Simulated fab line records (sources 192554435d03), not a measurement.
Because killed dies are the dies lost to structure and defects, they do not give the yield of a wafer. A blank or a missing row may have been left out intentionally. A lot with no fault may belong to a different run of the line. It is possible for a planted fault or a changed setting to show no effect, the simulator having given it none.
fab line records	flow n5Finfet
[record] lots = 4	wafers = 12	lastDay = 17
route steps=1938 shown BEOL_M6@1251 BEOL_M7@1263 PASSIVATION@1936
lots with no fault: from the same line, run without faults
startH: hours from the record's first day to the start of the lot's first wafer shown	waitH: how many hours have passed since the lot's step before this one	" as in the row above	L1.1+2: a row that stands for several wafers	- no value, or no start given	* or withheld: withheld	< > ~ a bound
route shown NAME@n: names a module that has steps shown in the file, with the first one's number in the route	usual: mean/standard deviation of fault-free wafers	same: alike in all rows	chamber/n: place in a boat	sites: the reading at each site	_std_site: the standard deviation of these	_edge_site: the outer-site mean with the inner-site mean subtracted	radiusMm: how far each site lies from the wafer's centre	mask NAME#n: copy n	behind: the tool/chamber that last shaped the wafer	hold: why the lot was held/for how many hours/how that ended	device: the n, p or np transistor that did not switch	end of line: tests run on the same wafers once the route is complete	a step without rows: its recipe alone	killed: count of dies lost to structure and defects at first sort (not the wafer's yield)	map: per-die view of a wafer (x killed, . not killed, _ where there is no die)
set.NAME: the setting that was run; set.NAME@STEP: the one run at that earlier step	model.NAME: the simulator's own value behind a step, which no gauge read
a table for each step, a row for each wafer; lots at some steps of the route
services: a tool's chamber out of use, with start hour (startH, from the record's first day; less than 0 if before it), hours out, and reason
[[steps]]
[step N5_BEOL_M6_ALD_77]
[recipe] material = TaN	targetThkA = 20	tempC = 275	aldPrecursorFamily = PDMAT	aldCoReactant = NH3	pressureTorr = 3	carrierFlowSccm = 1500	pulseTimeS = 2	purgeTimeS = 3	coReactantPurgeTimeS = 2	coReactantPulseTimeS = 3	aldCycles = 40	precursorVesselTempC = 75	precursorVesselPressureTorr = 26.25	precursorVesselCarrierSccm = 1000
[step N5_BEOL_M6_SURFACE_TREAT_79]
[recipe] gas = Ar	timeS = *	ionEnergyEv = *	ionCurrentMaCm2 = 0.5	pressureMtorr = *	arFlowSccm = 30
[step N5_BEOL_M6_CVD_78]
[recipe] material = Co	targetThkA = 20	tempC = withheld	precursor = CCTBA/H2	pressureTorr = 30	timeS = 142.3
[step N5_BEOL_M6_SPUTTER_48]
[recipe] material = Cu	targetThkA = 100	tempC = -20	biasV = 60	powerW = 26000	chamberPressurePa = 0.13	timeS = 1.667
[step N5_BEOL_M6_ECD_50]
[recipe] material = Cu	targetThkA = 3000
[step N5_BEOL_M6_ANNEAL_51]
[recipe] tempC = 225	timeS = 90	ambient = N2
[step N5_BEOL_M6_CMP_52]
[recipe] stopOn = SiCOH_lowk	tOverpolishS = 6.9	downForcePsi = 1	platenRpm = 50	clearingPlatenDownForcePsi = 1.5	clearingPlatenRpm = 50	postCmpClean = cuAlkaline	targetThkNm = 80	clearingPlatenPadVelocityMS = 0.99484	padVelocityMS = 0.99484
[step N5_BEOL_M6_PRE_CLEAN_55]
[recipe] gas = NH3	timeS = 15	tempC = withheld	rfPowerW = 300
[step N5_BEOL_M6_DEP_56]
[recipe] material = SiCN	targetThkA = 100	tempC = withheld	precursor = 3MS/NH3	pressureTorr = 3	rfW = 202	timeS = 17.5
[step N5_BEOL_M7_ILD_DEP_00]
[recipe] material = SiCOH_lowk	targetThkA = 1797.5	tempC = 300	precursor = DEMS/porogen	pressureTorr = 5	rfW = 500	timeS = 33.4
[usual] heaterPowerW = 318/58	showerheadPlenumPTorr = 5.741/0.016	susceptorTempC = 299.98/0.19	throttleValvePct = 14.1/0.89
lot.wafer	tool	chamber	startH	waitH	heaterPowerW	showerheadPlenumPTorr	susceptorTempC	throttleValvePct	model.SiCOH_lowk_of_BEOL_M7_ILD_DEP_00.thkNm
L222.1	pecvd-03	2	196.05	0.0	293	5.723	300.05	13.0	177.4
L222.2	"	1	"	"	369	5.752	299.71	15.5	180
L222.5	"	1	"	"	375	5.749	299.95	15.6	181.8
L230.2	pecvd-03	1	251.00	0.0	291	5.739	291.20	15.7	193
L230.4	"	2	"	"	232	5.712	291.41	13.1	192
L230.5	"	0	"	"	225	5.730	291.55	14.1	194.2
L231.2	pecvd-03	2	254.57	0.0	276	5.723	291.41	13.3	189.6
L231.3	"	0	"	"	205	5.741	291.23	14.1	191.6
L231.6	"	2	"	"	291	5.720	291.25	13.1	192
L241.1	pecvd-01	2	325.85	0.0	341	5.717	300.00	13.4	181.4
L241.4	"	2	"	"	358	5.732	299.84	13.6	183.6
L241.5	"	2	"	"	350	5.716	299.83	13.7	184
[step N5_BEOL_M7_CURE_74]
[recipe] tempC = 385	timeS = 240	ambient = He/Ar	material = SiCOH_lowk
[step N5_BEOL_M7_THK_MEAS_01]
[recipe] reads = SiCOH_lowk_of_BEOL_M7_ILD_DEP_00
[usual] M7_ILD_THK = 156.0/2.1
lot.wafer	tool	chamber	startH	waitH	M7_ILD_THK[nm]
L222.1	filmMetro-01	-	196.62	0.4	152.9
L222.2	"	-	"	"	155.1
L222.5	"	-	"	"	156.9
L230.2	filmMetro-01	-	251.57	0.4	166.6
L230.4	"	-	"	"	165.6
L230.5	"	-	"	"	167.5
L231.2	filmMetro-01	-	255.14	0.4	163.7
L231.3	"	-	"	"	165.3
L231.6	"	-	"	"	165.8
L241.1	filmMetro-02	-	326.45	0.4	156.3
L241.4	"	-	"	"	158.4
L241.5	"	-	"	"	158.6
[step N5_BEOL_M7_PECVD_70]
[recipe] material = SiO2	targetThkA = 200	tempC = 400	precursor = TEOS/O2	pressureTorr = 5.5	rfW = 450	teosFlowSccm = 53.8	gas = O2	flowSccm = 3000	timeS = 22.7
[step N5_BEOL_M7_HM_DEP_02]
[recipe] material = TiN	targetThkA = 200	tempC = 25	chamberPressurePa = 0.49996
[step N5_BEOL_M7_COAT_59]
[recipe] resist = SOC	tempC = 250	timeS = 60	spinRpm = 1500	resistThkNm = 100
[step N5_BEOL_M7_COAT_60]
[recipe] resist = SiARC	tempC = 220	timeS = 60	spinRpm = 1500	resistThkNm = 35
[step N5_BEOL_M7_COAT_05]
[recipe] resist = CAR-ArF	spinRpm = 1500	resistThkNm = 90
[step N5_BEOL_M7_EBR_07]
[recipe] solvent = PGMEA	ebrWidthMm = 1.5
[step N5_BEOL_M7_SOFTBAKE_06]
[recipe] tempC = 110	timeS = 60	resist = CAR-ArF
[step N5_BEOL_M7_EXPOSE_08]
[recipe] maskId = M7	na = 1.35	sourceShape = dipole	sigmaInner = 0.817	sigmaOuter = 0.97	polarization = te	doseMj = 68.25
[step N5_BEOL_M7_PEB_09]
[recipe] pebTempC = withheld	pebTimeS = 60	resist = CAR-ArF
[step N5_BEOL_M7_DEVELOP_10]
[recipe] developTimeS = 30	developer = TMAH	resist = CAR-ArF	rinseLiquid = diw	dry = airSpin	devTempC = 23
[step N5_BEOL_M7_DESCUM_16]
[recipe] chemistry = O2	timeS = 7.9	sourcePowerW = 50	biasPowerW = 20	pressureMtorr = 20	rfFrequencyHz = 2.712e+07	tempC = 40	resist = CAR-ArF	o2FlowSccm = 225
[step N5_BEOL_M7_ETCH_61]
[recipe] chemistry = CF4	target = SiARC	targetDepthA = 455	maskMaterial = CAR-ArF	timeS = 75.8	ionEnergyEv = 80	pressureMtorr = 40	sourceW = 545	biasW = 36	Ar_flow_sccm = 100	cf4FlowSccm = 100	ends = cleared
[step N5_BEOL_M7_ETCH_62]
[recipe] chemistry = N2/H2	target = SOC	targetDepthA = 1100	overetchA = 220	maskMaterial = SiARC	tempC = 40	timeS = 165	ionEnergyEv = 200	pressureMtorr = 30	sourceW = 840	biasW = 150	n2FlowSccm = 200	h2FlowSccm = 200
[step N5_BEOL_M7_STRIP_68]
[recipe] chemistry = N2/H2	tempC = 40	n2FlowSccm = 200	h2FlowSccm = 200	rfFrequencyHz = 6e+07
[step N5_BEOL_M7_STRIP_67]
[recipe] chemistry = CF4	resist = SiARC	powerW = 300	biasPowerW = 75	pressureMtorr = 50	cf4FlowSccm = 150	rfFrequencyHz = 6e+07
[step N5_BEOL_M7_HM_OPEN_17]
[recipe] chemistry = Cl2/BCl3	targetDepthA = 200	overetchA = 60	target = TiN	maskMaterial = SOC	ionEnergyEv = 150	pressureMtorr = 10	icpW = 1000	biasW = 126	Cl2_flow_sccm = 53.25	bcl3FlowSccm = 21.75	Ar_flow_sccm = 25
[step N5_BEOL_M7_STRIP_19]
[recipe] chemistry = O2	powerW = 400	tempC = 40	pressureMtorr = 30	rfFrequencyHz = 6e+07	biasPowerW = 0	overashFraction = 0.2	o2FlowSccm = 225
[step N5_BEOL_M7_COAT_63]
[recipe] resist = SOC	tempC = 250	timeS = 60	spinRpm = 1500	resistThkNm = 60
[step N5_BEOL_M7_COAT_64]
[recipe] resist = SiARC	tempC = 220	timeS = 60	spinRpm = 1500	resistThkNm = 12
[step N5_BEOL_M7_COAT_71]
[recipe] resist = underlayer	tempC = 205	timeS = 60	spinRpm = 1500	resistThkNm = 5
[step N5_BEOL_M7_COAT_22]
[recipe] resist = CAR-EUV	spinRpm = 1500	resistThkNm = 30
[step N5_BEOL_M7_EBR_24]
[recipe] solvent = PGMEA	ebrWidthMm = 1.5
[step N5_BEOL_M7_SOFTBAKE_23]
[recipe] tempC = 110	timeS = 60	resist = CAR-EUV
[step N5_BEOL_M7_CMP_52]
[recipe] stopOn = SiCOH_lowk	tOverpolishS = 6.9	downForcePsi = 1	platenRpm = 50	clearingPlatenDownForcePsi = 1.5	clearingPlatenRpm = 50	postCmpClean = cuAlkaline	targetThkNm = 80	clearingPlatenPadVelocityMS = 0.99484	padVelocityMS = 0.99484
[usual] motorCurrentA = 6.1/0.52	platenRpm = 50.00/0.037
lot.wafer	tool	chamber	startH	waitH	motorCurrentA	platenRpm	model.SiCOH_lowk_of_BEOL_M7_ILD_DEP_00.thkNm
L222.2	cmp-01	0	205.68	0.3	5.8	49.92	152.2
L222.1	"	3	"	"	6.9	50.02	150
L222.5	"	0	"	"	5.6	49.98	153.8
L230.4	cmp-02	2	257.48	0.1	6.1	50.02	162.8
L230.2	"	0	"	"	6.4	50.02	163.6
L230.5	"	2	"	"	5.9	49.99	164.6
L231.3	cmp-01	2	261.80	0.2	6.1	50.06	162.4
L231.2	"	3	"	"	6.9	50.05	160.6
L231.6	"	1	"	"	6.4	49.96	162.8
L241.1	cmp-02	2	331.93	0.3	5.9	49.96	153.4
L241.4	"	3	"	"	6.0	50.01	155.4
L241.5	"	0	"	"	6.4	50.13	155.8
[step N5_PASSIVATION_PROBE_49]
[usual] defectLimitedYield = 91.1/1.3	killed_at_M0_to_M3 = 35/11	killed_at_M4_up = 13/5.4	killedAtContacts = 14/6.5	killedAtFrontEnd = 41/11	killedAtOther = 4/3.1	killedDies = 106/15	killedOpen = 69/12	killedShort = 35/7	sort_bin_5_function = 5.2/0.86	sort_bin_6_memory = 3.4/0.64	sortNPass = 1074/15	sortYieldPct = 91.0/1.3
[same] grossDies = 1180	killedAtBackSide = 0	sort_bin_4_leakage[%] = 0	sort_bin_8_speed[%] = 0
lot.wafer	tool	chamber	startH	waitH	defectLimitedYield[%]	killed_at_M0_to_M3	killed_at_M4_up	killedAtContacts	killedAtFrontEnd	killedAtOther	killedDies	killedOpen	killedShort	sort_bin_5_function[%]	sort_bin_6_memory[%]	sortNPass	sortYieldPct[%]
L222.1	prober-01	-	277.83	0.0	91.9	32	15	9	40	0	96	64	32	4.8	3.1	1084	91.9
L222.2	prober-01	-	277.88	0.1	91.4	30	18	7	45	1	101	63	34	4.7	3.4	1079	91.4
L222.5	prober-01	-	278.03	0.2	90.1	40	25	6	44	2	117	86	29	5.7	3.8	1063	90.1
L230.2	prober-01	-	321.52	0.1	90.4	43	14	13	36	7	113	76	36	4.9	3.9	1067	90.4
L230.4	prober-01	-	321.62	0.2	90.2	37	13	21	41	4	116	68	44	5.0	4.5	1064	90.2
L230.5	prober-01	-	321.67	0.2	88.8	34	13	30	49	6	132	91	37	6.4	4.5	1048	88.8
L231.2	prober-02	-	324.67	0.1	92.0	22	3	13	48	8	94	57	33	3.6	3.9	1086	92.0
L231.3	prober-02	-	324.72	0.1	90.2	25	10	24	51	6	116	75	38	6.0	3.6	1064	90.2
L231.6	prober-02	-	324.87	0.3	90.8	46	13	13	36	1	109	65	40	5.7	3.3	1071	90.8
L241.1	prober-02	-	413.25	0.0	87.8	58	14	29	33	10	144	84	57	6.9	4.7	1036	87.8
L241.4	prober-02	-	413.40	0.2	90.3	40	8	18	42	7	115	72	41	4.9	4.4	1065	90.3
L241.5	prober-02	-	413.45	0.2	88.8	47	15	10	55	5	132	84	46	6.6	4.2	1048	88.8
// killed by level:class
L222.1 BEOL_M4:geometricParticle:open=11 FIN_SAQP:geometricParticle:open=9 FIN_SAQP:geometricParticle:short=9 STI_FIN_REVEAL:geometricParticle:open=9 BEOL_M0_SAQP:geometricParticle:short=7 BEOL_M3:geometricParticle:open=7 MOL_CONTACT_COAG:geometricParticle:open=6 BEOL_M2:geometricParticle:open=6
L222.2 FIN_SAQP:geometricParticle:open=11 FIN_SAQP:geometricParticle:short=11 BEOL_M4:geometricParticle:open=10 BEOL_M3:geometricParticle:open=7 MOL_CONTACT_COAG:geometricParticle:open=6 BEOL_M1:geometricParticle:short=6 BEOL_M0_SAQP:geometricParticle:open=5 STI_FIN_REVEAL:geometricParticle:open=3
L222.5 BEOL_M4:geometricParticle:open=15 BEOL_M2:geometricParticle:open=11 BEOL_M3:geometricParticle:open=9 FIN_SAQP:geometricParticle:open=8 DUMMY_GATE:geometricParticle:open=8 ILD0:geometricParticle:open=8 ILD0:geometricParticle:short=6 BEOL_M0_SAQP:geometricParticle:open=5
L230.2 STI_FIN_REVEAL:geometricParticle:open=12 MOL_CONTACT_COAG:geometricParticle:open=12 BEOL_M0_SAQP:geometricParticle:open=10 BEOL_M1:geometricParticle:open=9 BEOL_M1:geometricParticle:short=9 DUMMY_GATE:geometricParticle:open=6 STI_FIN_REVEAL:geometricParticle:short=5 BEOL_M0_SAQP:geometricParticle:short=5
L230.4 MOL_CONTACT_COAG:geometricParticle:open=15 GATE_CUT:geometricParticle:short=8 BEOL_M1:geometricParticle:open=8 BEOL_M0:geometricParticle:open=7 FIN_SAQP:geometricParticle:short=6 MOL_CONTACT_COAG:geometricParticle:short=6 BEOL_M3:geometricParticle:open=6 STARTING-WAFER:geometricParticle:short=5
L230.5 MOL_CONTACT_COAG:geometricParticle:open=24 STI_FIN_REVEAL:geometricParticle:open=15 BEOL_M0_SAQP:geometricParticle:open=10 FIN_SAQP:geometricParticle:open=8 GATE_CUT:geometricParticle:short=7 BEOL_M3:geometricParticle:open=6 BEOL_M1:geometricParticle:open=5 BEOL_M1:geometricParticle:short=5
L231.2 MOL_CONTACT_COAG:geometricParticle:open=11 FIN_SAQP:geometricParticle:short=10 STI_FIN_REVEAL:geometricParticle:open=9 FIN_SAQP:geometricParticle:open=7 BEOL_M0_SAQP:geometricParticle:open=6 GATE_CUT:geometricParticle:open=5 STARTING-WAFER:geometricParticle:short=5 GATE_CUT:geometricParticle:short=4
L231.3 MOL_CONTACT_COAG:geometricParticle:open=15 STI_FIN_REVEAL:geometricParticle:open=11 FIN_SAQP:geometricParticle:open=8 MOL_CONTACT_COAG:geometricParticle:short=8 GATE_CUT:geometricParticle:open=7 BEOL_M0_SAQP:geometricParticle:short=7 BEOL_M4:geometricParticle:open=5 STI_FIN_REVEAL:geometricParticle:short=4
L231.6 BEOL_M0_SAQP:geometricParticle:short=15 STI_FIN_REVEAL:geometricParticle:open=11 MOL_CONTACT_COAG:geometricParticle:open=9 FIN_SAQP:geometricParticle:short=6 BEOL_M0_SAQP:geometricParticle:open=6 BEOL_M3:geometricParticle:open=6 GATE_CUT:geometricParticle:open=5 BEOL_M1:geometricParticle:open=5
L241.1 MOL_CONTACT_COAG:geometricParticle:open=23 BEOL_M0_SAQP:geometricParticle:short=12 BEOL_M0_SAQP:geometricParticle:open=8 BEOL_M3:geometricParticle:open=8 FIN_SAQP:geometricParticle:open=7 FIN_SAQP:geometricParticle:short=7 BEOL_M1:geometricParticle:open=7 STI_FIN_REVEAL:geometricParticle:open=6
L241.4 BEOL_M0_SAQP:geometricParticle:short=14 MOL_CONTACT_COAG:geometricParticle:open=13 FIN_SAQP:geometricParticle:open=12 FIN_SAQP:geometricParticle:short=10 STI_FIN_REVEAL:geometricParticle:open=9 BEOL_M0_SAQP:geometricParticle:open=8 BEOL_M3:geometricParticle:open=7 BEOL_M1:geometricParticle:open=5
L241.5 STI_FIN_REVEAL:geometricParticle:open=14 BEOL_M0_SAQP:geometricParticle:open=13 FIN_SAQP:geometricParticle:short=10 BEOL_M0_SAQP:geometricParticle:short=9 MOL_CONTACT_COAG:geometricParticle:open=8 BEOL_M1:geometricParticle:open=8 GATE_CUT:geometricParticle:open=7 BEOL_M4:geometricParticle:short=7
[[services]]
tool	chamber	startH	hours	kind
cmp-01	-	174.91	4.0	pm
cmp-01	-	178.91	-	consumableReplace:conditioner
cmp-01	-	178.91	-	consumableReplace:pad
cmp-01	-	180.08	0.8	repair
cmp-02	-	187.36	5.6	pm
pecvd-01	-	192.75	2.8	pm
pecvd-01	-	214.89	2.5	repair
cmp-02	-	241.21	2.3	repair
cmp-01	-	244.66	2.3	repair
pecvd-03	-	252.74	1.0	repair
pecvd-03	2	259.89	-	calibration
cmp-02	-	277.63	3.8	repair
pecvd-03	0	295.41	5.5	scheduledDown
cmp-02	-	302.98	4.0	pm
cmp-02	-	306.98	-	consumableReplace:conditioner
cmp-02	-	306.98	-	consumableReplace:pad
pecvd-01	2	307.36	4.2	repair
[[key]]
[firstSign] step = N5_BEOL_M7_ILD_DEP_00	reading = susceptorTempC	direction = down	sigmas = 45	usual = *	struck = *
[effect] step = N5_BEOL_M7_THK_MEAS_01	reading = M7_ILD_THK	direction = up	sigmas = 4.7	usual = 156.0	struck = 165.8
[modelEffect] step = N5_BEOL_M7_ILD_DEP_00	value = SiCOH_lowk_of_BEOL_M7_ILD_DEP_00.thkNm	without = 182.9	struck = 192.1
[modelEffect] step = N5_BEOL_M7_CMP_52	value = SiCOH_lowk_of_BEOL_M7_ILD_DEP_00.thkNm	without = 154.7	struck = 162.8
metAt N5_BEOL_M7_ILD_DEP_00
struckWafers L230.2,L230.4,L230.5,L231.2,L231.3,L231.6
onsetBetween 196.05 251.00
[fault] kind = processParameterDrift	tool = pecvd-03	chamber = -	onsetH = 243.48	steps = N5_BEOL_M7_ILD_DEP_00	channel = tempC	offset = *	shape = step	endH = 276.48	actsIn = *	stated = *
